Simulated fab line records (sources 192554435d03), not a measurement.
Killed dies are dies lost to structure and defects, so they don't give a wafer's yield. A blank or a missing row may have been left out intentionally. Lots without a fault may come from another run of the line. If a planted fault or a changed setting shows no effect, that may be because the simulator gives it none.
Chamber matching ; flow n5_finfet ; 4 sister chambers for N5_HKMG_FIN_ETCH_86 on rie_diel-02
The step etches SOC in N2/H2, stops on TiN, target depth 393.2 nm. 4 wafers are shown with their chamber, then 8 later ones without.

## WAFERS, EACH WITH ITS CHAMBER
wafer;chamber;drypump_motor_current_A (A)
L077.5;3;6.6
L088.1;1;5.4
L088.3;0;5.6
L090.1;2;5.4

## WAFERS WHOSE CHAMBER IS MISSING
wafer;drypump_motor_current_A (A)
L090.3;6.5
L090.4;5.6
L092.1;6.5
L092.2;5.4
L092.3;5.4
L096.2;6.5
L096.3;5.6
L096.6;5.4

## CHAMBER TAKEN BY EACH
wafer;from the rows above;in truth
L090.3;3;3
L090.4;0;0
L092.1;3;3
L092.2;can't be placed: 1 or 2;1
L092.3;can't be placed: 1 or 2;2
L096.2;3;3
L096.3;0;0
L096.6;can't be placed: 1 or 2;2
5 of 8 placed correctly. Cannot be placed on the basis of these rows: 3; the candidates contain the true chamber in 3. Placed wrongly: 0.
How it was worked out, from the rows above alone: a wafer's distance from a chamber is the root of the sum, over the readings, of the square of ((its reading less the chamber's mean) divided by the reading's scatter). The wafer belongs to the nearest chamber; if the next one is less than 2 further off, it can't be placed. Each chamber's mean is taken over the wafers shown for it. The scatter: root of mean squared gap, hidden wafer to nearest shown wafer, with one shown wafer a chamber.
